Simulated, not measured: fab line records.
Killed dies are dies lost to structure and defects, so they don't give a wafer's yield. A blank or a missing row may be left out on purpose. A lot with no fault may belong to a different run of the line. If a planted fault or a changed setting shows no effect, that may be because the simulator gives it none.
Struck lot and sound lot, side by side | flow n5Finfet | 16 out of 1938 route steps
Sound: wafers L485.1, L485.2, L485.4. Struck: wafer L477.3; the same lot's L477.5 was not struck, so it is left out; see the end for the cause.
Order at every step that has rows: each side's tool, ch and its chambers, its first start. Under that, the readings that differ: sound wafers | struck wafers | difference of the means | sigmas: that difference in standard deviations of wafers without a fault.
alike: same words and numbers on both sides, and readings whose means sit less than 2 such deviations apart. not compared: any withheld reading, any reading some wafer has no value for, any bound like >300 that may hide the same value, and any number with overlapping values for which the record gives no deviation.
A row with sigmas, a row that says differs or no value, or rows on one side alone: a step with any of these is where the two part. Numbers that have no deviation but don't overlap get no sigmas and don't part them. A reading missing from all wafers of one side parts the sides only when that side holds two or more wafers.

first, 1 step without rows for these wafers: N5_ILD0_CURE_02 (time 1800 s).
N5_ILD0_CMP_03: polishes, stops on SiNx, t overpolish 1.9 s, target thk 197.38 nm.
  sound on cmp-03 ch 0,1,3, day 7 23:51; struck on cmp-03 ch 0, day 6 05:04
  alike: motorCurrentA, overpolishRunS, timeToEndpointS
N5_ILD0_THK_MEAS_04:
  struck on filmMetro-01, day 6 05:20; sound on filmMetro-01, day 8 00:09
  alike: thkNm
N5_ILD0_CMP_07: polishes SiO2 flowable, stops on poly-Si, t overpolish 1.18 s, target thk 138.88 nm.
  sound on cmp-02 ch 0,2,3, day 8 00:11; struck on cmp-02 ch 0, day 6 05:33
  alike: motorCurrentA
N5_ILD0_THK_MEAS_08:
  struck on filmMetro-01, day 6 05:44; sound on filmMetro-02, day 8 00:28
  alike: thkNm
then, 1 step without rows for these wafers: N5_ILD0_PRECLEAN_10 (cleans in NF3:NH3, afs cycles 5, time 20 s, sublimation time 60 s).
N5_ILD0_ALD_15: deposits SiNx, target thk 24 nm, pulse time 1 s, ald cycles 480.
  sound on aldSin-01 ch 0,2,3, day 8 01:11; struck on aldSin-03 ch 2, day 6 06:27
  alike: chamberPressureTorr, heaterPowerOuterW, heaterPowerW, precursorPulseHeightRel
N5_ILD0_CMP_12: polishes SiNx, stops on poly-Si, t overpolish 6 s, target thk 17.67 nm.
  sound on cmp-03 ch 1,2,3, day 8 03:26; struck on cmp-02 ch 0, day 6 08:39
  alike: motorCurrentA, overpolishRunS, timeToEndpointS
N5_ILD0_THK_MEAS_13:
  struck on filmMetro-01, day 6 08:56; sound on filmMetro-01, day 8 03:41
  alike: thkNm
N5_ILD0_INSPECT_06: inspects for defects (darkfield).
  struck on defectInspect-02, day 6 08:58; sound on defectInspect-01, day 8 03:43
  alike: rawDefectCount
N5_SDB_HM_DEP_00: deposits SiNx from SiH4/NH3/N2, target thk 40 nm, time 35.3 s.
  sound on pecvd-01 ch 0,1,2, day 8 03:45; struck on pecvd-03 ch 1, day 6 09:01
  alike: chamberPressureTorr, heaterPowerOuterW, heaterPowerW, showerheadPlenumPTorr, throttleValvePct
then, 1 step without rows for these wafers: N5_SDB_COAT_03 (time 60 s, resist thk 100 nm).
N5_SDB_COAT_04: time 60 s, resist thk 18 nm.
  sound on lithoTrack-05 ch 0, day 8 03:50; struck on lithoTrack-04 ch 0, day 6 09:05
reading        | sound             | struck | difference | sigmas
runLengthS (s) | 66.27 66.02 66.12 | 78.67  | +12.53     | +60
then, 1 step without rows for these wafers: N5_SDB_COAT_05 (resist thk 90 nm).
-- the record jumps here: 4 days lie between the struck wafers' starts before and after (it left off in module SDB and takes up again in module BEOL_M4, whose first step shown is number 1111 of the route) --
N5_BEOL_M4_RC_MEAS_101:
  sound on prober-02 ch 0, day 13 05:50; struck on prober-02 ch 0, day 10 19:34
reading        | sound             | struck | difference | sigmas
DIBL_N (mV/V)  | 31.6 31.5 32.0    | 36.6   | +4.9       | +3
IOFF_P (nA/um) | 0.161 0.161 0.170 | 0.226  | +0.062     | +2
SS_P (mV/dec)  | 72.9 72.4 72.2    | 73.9   | +1.4       | +3
  alike: DIBL_P, IOFF_N, ION_N, ION_P, SS_N, VT_N, VT_P
next, for these wafers, 1 step has no rows: N5_PASSIVATION_PROBE_49.

== WHERE THEY PART ==
First at N5_SDB_COAT_04; last, within this record, at N5_BEOL_M4_RC_MEAS_101.

WHY: whatever the simulator had introduced
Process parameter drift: lithoTrack-04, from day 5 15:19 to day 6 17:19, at N5_SDB_COAT_04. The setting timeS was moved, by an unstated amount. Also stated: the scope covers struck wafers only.
